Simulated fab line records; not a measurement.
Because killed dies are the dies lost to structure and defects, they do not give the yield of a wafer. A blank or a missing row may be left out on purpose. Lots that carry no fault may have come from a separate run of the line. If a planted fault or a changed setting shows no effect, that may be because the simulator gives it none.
Chamber matching    flow nand-harc    3 sister chambers for NHARC_A_STAIRCASE_DEP_259 on pecvd-02
The step deposits SiON, target thk 30 nm. 6 wafers are shown with their chamber, then 9 later ones without.

WAFERS WITH THEIR CHAMBER
wafer   chamber  heater-power-w (W)
L078.5  2        771
L081.3  1        708
L081.4  0        784
L082.3  1        697
L082.4  0        736
L082.6  2        784

WAFERS WITHOUT THEIR CHAMBER
wafer   heater-power-w (W)
L093.1  739
L093.2  799
L093.3  781
L096.2  827
L096.5  678
L096.6  753
L095.1  722
L095.2  775
L095.3  815

THE CHAMBER EACH PASSED THROUGH
wafer   from the rows above           in truth
L093.1  can't be placed: 0 or 1 or 2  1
L093.2  can't be placed: 2 or 0       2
L093.3  can't be placed: 2 or 0       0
L096.2  can't be placed: 2 or 0       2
L096.5  1                             1
L096.6  can't be placed: 0 or 2       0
L095.1  can't be placed: 1 or 0 or 2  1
L095.2  can't be placed: 2 or 0       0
L095.3  can't be placed: 2 or 0       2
Correct placement for 1 of the 9. Unplaceable from these rows: 8, with the true chamber sitting among the candidates in 8. Wrongly placed: 0.
How it was worked out, from the rows above alone: a wafer's distance from a chamber is the root of the sum, over the readings, of the square of ((its reading less the chamber's mean) divided by the reading's scatter). If the next closest chamber is less than 2 further off than the closest, the wafer can't be placed; otherwise it belongs to the closest. A chamber's mean is the mean of its shown wafers. The scatter is the square root of a quotient: the sum, over the shown wafers, of each reading's squared deviation from its chamber's mean, divided by wafers minus chambers.
